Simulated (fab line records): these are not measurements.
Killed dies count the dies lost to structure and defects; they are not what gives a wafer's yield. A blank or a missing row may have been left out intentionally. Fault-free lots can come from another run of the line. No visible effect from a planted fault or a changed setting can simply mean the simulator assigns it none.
Chamber matching	flow n5-finfet	4 sister chambers for N5_BEOL_M1_ETCH_74 on rie-diel-04
The step etches underlayer in N2/H2, target depth 6.5 nm, time 5.2 s. 8 wafers are shown with their chamber, then 8 later ones without.

WAFERS PAIRED WITH THEIR CHAMBERS
wafer	chamber	throttle-valve-pct (%)	showerhead-plenum-p-Torr (Torr)
L079.2	1	17.88	2.71
L080.2	3	18.21	2.52
L082.4	3	18.20	2.52
L082.6	2	17.19	2.49
L083.1	2	17.21	2.49
L083.3	0	18.22	2.65
L083.4	1	17.92	2.70
L093.1	0	18.26	2.65

WAFERS WITHOUT THEIR CHAMBER
wafer	throttle-valve-pct (%)	showerhead-plenum-p-Torr (Torr)
L093.2	17.25	2.49
L093.6	18.23	2.51
L095.2	17.24	2.48
L095.3	18.24	2.51
L095.5	18.23	2.51
L097.4	18.27	2.64
L097.5	17.24	2.48
L097.6	18.22	2.51

WHICH CHAMBER EACH ONE RAN IN
wafer	from the rows above	in truth
L093.2	2	2
L093.6	3	3
L095.2	2	2
L095.3	3	3
L095.5	3	3
L097.4	0	0
L097.5	2	2
L097.6	3	3
Placed correctly: 8 of 8. Number that these rows cannot place: 0. 0 placed wrongly.
How it was worked out, from the rows above alone: a wafer's distance from a chamber is the root of the sum, over the readings, of the square of ((its reading less the chamber's mean) divided by the reading's scatter). If the next closest chamber is less than 2 further off than the closest, the wafer can't be placed; otherwise it belongs to the closest. A chamber's mean is the mean of its shown wafers. The scatter is the square root of a quotient: the sum, over the shown wafers, of each reading's squared deviation from its chamber's mean, divided by wafers minus chambers.
